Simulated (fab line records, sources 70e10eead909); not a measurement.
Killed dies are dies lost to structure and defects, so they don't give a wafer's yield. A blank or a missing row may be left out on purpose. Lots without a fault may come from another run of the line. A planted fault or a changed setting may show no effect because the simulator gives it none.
Chamber matching | flow nand_harc | NHARC_P_CONTACT_CMP_24 on cmp-04: 4 sister chambers
The step polishes, t overpolish 30 s, target thk 200 nm. 18 wafers are shown with their chamber, then 9 later ones without.

WAFERS WITH THEIR CHAMBER
wafer  | chamber | time_to_endpoint_s (s) | motor_current_A (A) | overpolish_run_s (s)
L078.2 | 0       | 42.3                   | 11.2                | 30.005
L078.4 | 2       | 40.3                   | 10.8                | 30.008
L078.5 | 3       | 37.4                   | 12.9                | 30.005
L079.4 | 3       | 36.9                   | 12.0                | 30.002
L079.5 | 3       | 38.4                   | 11.5                | 30.007
L079.6 | 0       | 42.5                   | 11.1                | 30.012
L081.1 | 2       | 37.4                   | 10.8                | 30.004
L081.3 | 0       | 41.5                   | 11.0                | 29.992
L081.6 | 1       | 41.2                   | 10.7                | 29.996
L083.1 | 1       | 41.6                   | 11.1                | 30.005
L083.2 | 2       | 38.7                   | 11.3                | 29.991
L083.3 | 0       | 38.7                   | 11.9                | 30.002
L089.1 | 0       | 40.3                   | 11.0                | 30.004
L089.4 | 3       | 37.5                   | 11.8                | 29.980
L089.5 | 2       | 36.3                   | 11.2                | 29.996
L090.1 | 0       | 38.2                   | 10.7                | 29.997
L090.5 | 2       | 36.7                   | 11.7                | 29.996
L090.6 | 1       | 40.0                   | 10.3                | 30.002

SIGNATURES (means of the wafers above)
reading            | chamber 0 | chamber 1 | chamber 2 | chamber 3 | scatter within a chamber
time_to_endpoint_s | 40.583    | 40.933    | 37.880    | 37.550    | 1.46
motor_current_A    | 11.150    | 10.700    | 11.160    | 12.050    | 0.447
overpolish_run_s   | 30.00200  | 30.00100  | 29.99900  | 29.99850  | 0.00818
Rule: a wafer's distance from a chamber is the root of the sum, over the readings, of the square of ((its reading less the chamber's mean) divided by the reading's scatter). The wafer belongs to the nearest chamber; if the next one is less than 2 further off, it can't be placed. The scatter: the root of (the sum of the squares of (reading less its chamber's mean) over the shown wafers, divided by (wafers less chambers)).

WAFERS WITHOUT THEIR CHAMBER
wafer  | time_to_endpoint_s (s) | motor_current_A (A) | overpolish_run_s (s)
L092.1 | 42.2                   | 10.8                | 29.993
L092.3 | 38.5                   | 11.1                | 29.996
L092.5 | 42.0                   | 10.8                | 29.994
L093.2 | 40.3                   | 10.3                | 30.024
L093.3 | 36.2                   | 10.9                | 29.998
L093.6 | 38.1                   | 11.0                | 30.000
L097.1 | 36.5                   | 11.3                | 29.993
L097.2 | 40.5                   | 11.5                | 29.988
L097.3 | 37.2                   | 11.7                | 30.001

WHICH CHAMBER EACH WENT THROUGH
wafer  | from the rows above               | in truth
L092.1 | can't be placed: 1 or 0 or 2      | 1
L092.3 | can't be placed: 2 or 0 or 1 or 3 | 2
L092.5 | can't be placed: 1 or 0 or 2      | 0
L093.2 | can't be placed: 1 or 0 or 2      | 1
L093.3 | can't be placed: 2 or 3 or 0 or 1 | 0
L093.6 | can't be placed: 2 or 0 or 1 or 3 | 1
L097.1 | can't be placed: 2 or 3 or 0      | 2
L097.2 | can't be placed: 0 or 2 or 1 or 3 | 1
L097.3 | can't be placed: 3 or 2 or 0      | 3
Placed correctly: 0 of 9. Can't be placed from these rows: 9 (the true chamber is among the candidates in 9). Placed wrongly: 0.
